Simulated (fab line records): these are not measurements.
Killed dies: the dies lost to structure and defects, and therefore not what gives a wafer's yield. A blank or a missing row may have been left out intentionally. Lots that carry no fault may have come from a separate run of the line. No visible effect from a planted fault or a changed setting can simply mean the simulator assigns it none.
fab line records	flow nandHarc
[record] lots = 13	wafers = 39	lastDay = 26
route steps=1159 shown A_SGD_CUT@747 THIN_TSV@1119 END@1159
lots with no fault: from the same line, run without faults
startH: hours from the record's first day to the start of the lot's first wafer shown	waitH: how many hours have passed since the lot's step before this one	" repeats the value in the row above	L1.1+2: one row covering several wafers at once	- no value, or no start was given	* or withheld: withheld	< > ~ a bound
route shown NAME@n: names a module that has steps shown in the file, with the first one's number in the route	usual: mean/standard deviation of fault-free wafers	same: alike in all rows	chamber/n: place in a boat	sites: each site's reading	_std_site: the values' standard deviation	_edge_site: outer sites' mean less inner sites'	radiusMm: for every site, how far away it sits from the centre of the wafer	mask NAME#n: copy n	behind: the most recent tool/chamber to have shaped the wafer	hold: what put the lot on hold/how long, in hours/how the hold closed	device: whichever transistor did not switch (one of n, p or np)	end of line: at the end of the route, the tests of the same wafers	a step without rows: its recipe alone	killed: at the first sort, the dies lost to defects and structure; wafer yield is something else	map: a wafer's dies, marking killed ones x, the rest . and places with no die _
set.NAME: the setting that was run; set.NAME@STEP: the one run at that earlier step	model.NAME: the simulator's own value behind a step, which no gauge read
steps of the route over a sample of lots; a table a step, a row a wafer
services: a tool's chamber out of use, with start hour (startH, from the record's first day; less than 0 if before it), hours out, and reason
[[steps]]
[step NHARC_A_SGD_CUT_DEP_00]
[recipe] targetThkA = 500	tempC = 400	targetThkNm = 50	flowSccm = 200	rfW = 450	material = SiNx
[usual] heaterPowerOuterW = 447/54	heaterPowerW = 723/83
lot.wafer	tool	chamber	startH	waitH	heaterPowerOuterW	heaterPowerW
L524.1	pecvd-04	2	312.03	0.1	462	737
L524.3	"	0	"	"	333	587
L524.6	"	2	"	"	465	738
L525.3	pecvd-04	1	314.04	0.2	445	687
L525.5	"	0	"	"	340	600
L525.4	"	1	"	"	440	676
L526.1	pecvd-01	0	314.24	0.1	450	788
L526.3	"	1	"	"	476	720
L526.6	"	2	"	"	535	868
L532.3	pecvd-04	2	356.43	0.1	450	696
L532.5	"	0	"	"	370	622
L532.6	"	1	"	"	514	760
L530.1	pecvd-04	2	363.72	0.1	372	590
L530.4	"	0	"	"	410	657
L530.5	"	1	"	"	501	779
L537.1	pecvd-03	1	381.38	0.1	414	721
L537.3	"	0	"	"	458	756
L537.5	"	1	"	"	417	733
L538.1	pecvd-01	1	395.19	0.1	470	712
L538.2	"	1	"	"	477	697
L538.6	"	1	"	"	466	722
L544.1	pecvd-04	2	421.83	0.1	472	730
L544.6	"	1	"	"	487	712
L544.4	"	2	"	"	477	750
L542.3	pecvd-04	1	432.41	0.1	444	670
L542.2	"	2	"	"	434	701
L542.5	"	1	"	"	449	665
L545.1	pecvd-04	1	432.82	0.1	493	754
L545.2	"	2	"	"	405	645
L545.4	"	1	"	"	521	749
L543.5	pecvd-04	1	443.21	0.2	404	633
L543.6	"	2	"	"	444	704
L543.4	"	0	"	"	336	580
L546.3	pecvd-01	0	451.38	0.1	522	857
L546.6	"	0	"	"	511	864
L546.5	"	2	"	"	423	768
L547.2	pecvd-01	0	464.95	0.1	516	892
L547.1	"	1	"	"	458	714
L547.6	"	2	"	"	531	906
[step NHARC_THIN_TSV_ETCH_44]
[recipe] targetDepthA = 15942	timeS = 797.1	cf4FlowSccm = 150	o2FlowSccm = 10	arFlowSccm = 0	rfW = 300	biasW = 800	chemistry = CF4/O2
[usual] drypumpMotorCurrentA = 5.7/0.34	oesProductAu = 0.996/0.012	rfVppV = 793/5.1	showerheadPlenumPTorr = 1.80/0.081	throttleValvePct = 16.914/0.0089
lot.wafer	tool	chamber	startH	waitH	drypumpMotorCurrentA	oesProductAu	rfHoursCounterH	rfVppV	showerheadPlenumPTorr	throttleValvePct
L526.1	rieDiel-08	1	427.83	0.1	5.8	0.999	8.1	801	1.95	16.913
L526.3	"	0	"	"	5.8	0.995	6.3	790	1.77	16.919
L526.6	"	1	"	"	5.8	0.993	-	801	1.95	16.907
L524.3	rieDiel-10	1	429.05	0.2	5.7	0.994	3.4	792	1.80	16.920
L524.1	"	2	"	"	6.0	0.972	3.9	790	1.76	16.934
L524.6	"	0	"	"	6.1	0.990	-	789	1.73	16.914
L525.3	rieDiel-10	2	433.34	0.1	6.0	0.981	4.3	791	1.76	16.922
L525.4	"	0	"	"	6.1	0.988	4.2	788	1.73	16.912
L525.5	"	2	"	"	6.0	0.982	-	789	1.76	16.906
L532.3	rieDiel-01	0	535.73	0.1	4.9	0.999	3.4	793	1.83	16.905
L532.6	"	0	"	"	4.9	1.000	-	793	1.83	16.912
L532.5	"	1	"	"	5.2	1.008	-	789	1.75	16.927
L530.4	rieDiel-01	0	537.00	0.1	4.9	0.987	4.0	793	1.83	16.910
L530.1	"	1	"	"	5.2	0.987	4.0	790	1.75	16.910
L530.5	"	3	"	"	5.8	1.025	-	791	1.77	16.895
L537.1	rieDiel-08	0	543.01	0.1	5.8	0.982	3.9	790	1.77	16.905
L537.3	"	1	"	"	5.8	1.007	3.4	802	1.95	16.925
L537.5	"	3	"	"	5.4	0.988	-	786	1.71	16.907
L538.1	rieDiel-08	0	546.72	0.1	5.8	0.984	5.0	791	1.76	16.904
L538.2	"	2	"	"	6.1	1.001	3.8	793	1.81	16.920
L538.6	"	1	"	"	5.8	1.011	-	803	1.95	16.932
L544.4	rieDiel-08	0	550.19	0.1	5.8	0.994	6.3	791	1.76	16.918
L544.1	"	1	"	"	5.8	1.014	5.6	800	1.95	16.902
L544.6	"	0	"	"	5.8	0.994	-	790	1.76	16.922
L545.2	rieDiel-08	2	559.14	0.1	6.1	1.004	5.5	793	1.81	16.929
L545.4	"	3	"	"	5.4	1.000	6.4	786	1.71	16.900
L545.1	"	1	"	"	5.8	1.012	6.0	801	1.95	16.903
L542.2	rieDiel-10	1	560.04	0.1	5.6	1.004	2.8	792	1.79	16.911
L542.3	"	2	"	"	6.0	0.994	2.8	790	1.76	16.912
L542.5	"	0	"	"	6.0	0.987	-	788	1.73	16.916
L543.4	rieDiel-08	3	567.29	0.1	5.4	1.002	7.3	788	1.71	16.928
L543.5	"	2	"	"	6.1	1.006	-	794	1.81	16.906
L543.6	"	3	"	"	5.4	0.998	-	786	1.71	16.906
L546.3	rieDiel-08	2	568.92	0.2	6.0	0.993	6.9	793	1.81	16.917
L546.6	"	3	"	"	5.4	0.998	-	787	1.71	16.910
L546.5	"	0	"	"	5.8	1.002	-	791	1.76	16.921
L547.1	rieDiel-08	3	571.18	0.1	5.4	1.003	8.4	787	1.71	16.915
L547.2	"	0	"	"	5.8	0.989	9.0	790	1.76	16.903
L547.6	"	3	"	"	5.4	0.999	-	787	1.71	16.929
[step NHARC_THIN_TSV_DEGAS_53]
[recipe] tempC = 300	timeS = 60
[usual] heaterPowerW = 462/40
lot.wafer	tool	chamber	startH	waitH	heaterPowerW
L526.1	pvdSputter-02	-	432.39	0.1	460
L526.3	"	-	"	"	441
L526.6	"	-	"	"	489
L524.3	pvdSputter-02	-	433.58	0.1	477
L524.1	"	-	"	"	464
L524.6	"	-	"	"	468
L525.3	pvdSputter-01	-	437.87	0.1	494
L525.4	"	-	"	"	450
L525.5	"	-	"	"	470
L532.3	pvdSputter-01	-	540.51	0.1	517
L532.5	"	-	"	"	424
L532.6	"	-	"	"	473
L530.4	pvdSputter-02	-	541.89	0.1	469
L530.1	"	-	"	"	423
L530.5	"	-	"	"	472
L537.1	pvdSputter-02	-	549.16	0.1	449
L537.3	"	-	"	"	473
L537.5	"	-	"	"	457
L538.1	pvdSputter-03	-	551.96	0.1	472
L538.2	"	-	"	"	441
L538.6	"	-	"	"	472
L544.4	pvdSputter-03	-	554.71	0.1	568
L544.1	"	-	"	"	442
L544.6	"	-	"	"	559
L545.4	pvdSputter-03	-	563.67	0.1	458
L545.1	"	-	"	"	467
L545.2	"	-	"	"	433
L542.2	pvdSputter-02	-	564.53	0.1	443
L542.3	"	-	"	"	408
L542.5	"	-	"	"	451
L543.4	pvdSputter-03	-	572.05	0.1	437
L543.6	"	-	"	"	456
L543.5	"	-	"	"	449
L546.3	pvdSputter-03	-	573.62	0.1	469
L546.6	"	-	"	"	469
L546.5	"	-	"	"	440
L547.1	pvdSputter-03	-	575.79	0.1	439
L547.2	"	-	"	"	443
L547.6	"	-	"	"	464
[step NHARC_THIN_TSV_CD_MEAS_33]
[recipe] targetCdNm = 5000	landingEnergyEv = 500
[usual] cdNm = 5000.3/2.4
lot.wafer	tool	chamber	startH	waitH	cdNm
L526.1	cdSem-02	0	433.51	-	4996.3
L526.3	"	0	"	"	5001.0
L526.6	"	0	"	"	4997.2
L524.1	cdSem-03	0	434.75	-	4999.2
L524.3	"	0	"	"	4997.5
L524.6	"	0	"	"	4999.0
L525.3	cdSem-01	0	439.01	-	5002.4
L525.4	"	0	"	"	5002.7
L525.5	"	0	"	"	5002.2
L532.3	cdSem-01	0	541.65	-	5000.2
L532.5	"	0	"	"	4997.2
L532.6	"	0	"	"	5001.0
L530.1	cdSem-03	0	542.91	-	5000.2
L530.4	"	0	"	"	5003.4
L530.5	"	0	"	"	5003.8
L537.1	cdSem-02	0	550.22	-	4999.1
L537.3	"	0	"	"	4998.4
L537.5	"	0	"	"	5000.9
L538.1	cdSem-03	0	553.09	-	5001.0
L538.2	"	0	"	"	5006.8
L538.6	"	0	"	"	5001.7
L544.1	cdSem-03	0	555.90	-	4999.2
L544.4	"	0	"	"	5000.5
L544.6	"	0	"	"	5000.8
L545.1	cdSem-01	0	564.82	-	5005.8
L545.2	"	0	"	"	4997.4
L545.4	"	0	"	"	5003.3
L542.2	cdSem-02	0	565.67	-	5000.7
L542.3	"	0	"	"	5000.8
L542.5	"	0	"	"	4996.3
L543.4	cdSem-02	0	573.21	-	5006.0
L543.5	"	0	"	"	4998.7
L543.6	"	0	"	"	4998.5
L546.3	cdSem-03	0	574.77	-	5001.4
L546.5	"	0	"	"	5004.1
L546.6	"	0	"	"	5003.2
L547.1	cdSem-02	0	576.81	-	5001.8
L547.2	"	0	"	"	5003.2
L547.6	"	0	"	"	5000.6
[step NHARC_END_SORT_01]
[recipe] tempC = 25
[usual] killedAtArray = 27/12	killedAtOther = 0.9/1.1	killedAtPeriphery = 3.2/2.4	killedDies = 31/12	killedOpen = 3.3/1.7	killedShort = 2.0/1.6
[same] grossDies = 677
lot.wafer	tool	chamber	startH	waitH	killedAtArray	killedAtOther	killedAtPeriphery	killedDies	killedOpen	killedShort
L532.3	prober-01	0	557.42	3.1	20	0	4	24	4	1
L532.5	prober-01	0	559.03	3.7	146	1	4	151	4	1
L532.6	prober-01	0	559.83	4.0	21	0	5	26	3	1
L530.1	prober-02	0	563.49	2.5	11	0	7	18	3	2
L530.4	prober-02	0	565.88	3.4	75	2	4	81	4	1
L530.5	prober-02	0	566.68	3.7	12	1	10	23	4	1
// killed by level:class
L532.3 A_CHANNEL_HOLE_D1:chamberFilmFlake=12 P_CONTACT:chamberFilmFlake=2 A_STAIRCASE:chamberFilmFlake=2 P_CONTACT:geometricParticle:open=1 A_SOURCE_PLATE:geometricParticle:open=1 A_CHANNEL_HOLE_D1:geometricParticle:short=1 A_CHANNEL_HOLE_D1:geometricParticle:open=1 A_WL_FILL:geometricParticle:open=1
L532.5 A_SGD_CUT:areaDep=126 A_CHANNEL_HOLE_D1:chamberFilmFlake=13 A_WL_FILL:chamberFilmFlake=3 P_M1:chamberFilmFlake=2 P_CONTACT:geometricParticle:open=1 A_SOURCE_PLATE:geometricParticle:open=1 A_SGD_CUT:geometricParticle:open=1 A_WL_FILL:geometricParticle:short=1
L532.6 A_CHANNEL_HOLE_D1:chamberFilmFlake=14 P_M1:chamberFilmFlake=4 P_CONTACT:geometricParticle:open=1 A_CONTACT:geometricParticle:open=1 A_M0:geometricParticle:short=1 A_M1:geometricParticle:open=1 A_STAIRCASE:chamberFilmFlake=1 A_SGD_CUT:chamberFilmFlake=1
L530.1 P_CONTACT:chamberFilmFlake=3 P_M1:chamberFilmFlake=3 A_CHANNEL_HOLE_D1:chamberFilmFlake=3 A_STAIRCASE:chamberFilmFlake=2 A_CONTACT:chamberFilmFlake=2 P_M1:geometricParticle:open=1 A_SOURCE_PLATE:geometricParticle:open=1 A_WL_FILL:geometricParticle:short=1
L530.4 A_SGD_CUT:areaDep=60 A_CONTACT:chamberFilmFlake=4 A_CHANNEL_HOLE_D1:chamberFilmFlake=3 A_M0:geometricParticle:open=2 P_M1:chamberFilmFlake=2 A_CHANNEL_FILL_D1:chamberFilmFlake=2 THIN_TSV:chamberFilmFlake=2 P_M0:geometricParticle:open=1
L530.5 A_CHANNEL_HOLE_D1:chamberFilmFlake=4 P_STI:chamberFilmFlake=3 P_CONTACT:chamberFilmFlake=3 A_CONTACT:chamberFilmFlake=3 P_M1:chamberFilmFlake=2 P_M0:geometricParticle:open=1 A_SOURCE_PLATE:geometricParticle:open=1 A_CHANNEL_HOLE_D1:geometricParticle:short=1
[[services]]
tool	chamber	startH	hours	kind
pecvd-04	-	300.75	2.5	repair
rieDiel-08	-	301.80	9.0	pm
rieDiel-08	0	331.78	9.1	repair
rieDiel-10	-	353.50	9.0	pm
rieDiel-08	0	359.31	13.6	repair
pecvd-04	-	376.00	13.0	pm
pecvd-01	0	388.09	12.3	repair
pecvd-01	2	389.13	18.7	repair
pvdSputter-02	-	392.00	10.0	pm
pecvd-01	2	412.07	6.6	repair
pecvd-01	-	418.40	13.0	pm
pecvd-04	1	448.79	4.4	repair
pecvd-04	0	454.77	5.1	repair
pvdSputter-03	-	458.02	10.0	pm
rieDiel-08	0	470.65	3.2	repair
rieDiel-08	0	476.87	1.5	repair
pvdSputter-03	-	477.80	0.8	repair
rieDiel-08	-	478.80	9.0	pm
rieDiel-08	0	512.74	3.9	repair
pvdSputter-03	-	516.29	3.8	repair
rieDiel-10	0	526.66	3.2	repair
pecvd-04	-	557.00	13.0	pm
pecvd-04	-	570.77	2.5	repair
rieDiel-08	1	575.50	7.6	repair
[[key]]
[firstSign] step = NHARC_END_SORT_01	reading = killedDies	direction = up	sigmas = 7.3	usual = 31	struck = 116
[effect] step = NHARC_END_SORT_01	reading = killedAtArray	direction = up	sigmas = 7.2	usual = 27	struck = 110
[moreKillsBornAt] NHARC_A_SGD_CUT_DEP_00@pecvd-04 = 186
metAt NHARC_A_SGD_CUT_DEP_00
struckLots L530,L532
struckWafers L530.4,L532.5
testerLeftOut L530,L532
notActingAt NHARC_THIN_TSV_ETCH_44,NHARC_THIN_TSV_DEGAS_53,NHARC_THIN_TSV_CD_MEAS_33
onsetBetween 314.04 356.43
[fault] kind = processParameterDrift	tool = pecvd-04	chamber = 0	onsetH = 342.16	steps = NHARC_A_SGD_CUT_DEP_00	channel = targetThkA	offset = *	shape = step	endH = 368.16	actsIn = *	stated = *
// testerLeftOut: of these lots the tester's yield and bins aren't shown, on N5 and GAA mostly nor the transistor test; their killed dies are dies lost to structure and defects alone, not to doping, threshold or leakage, so they don't give the yield
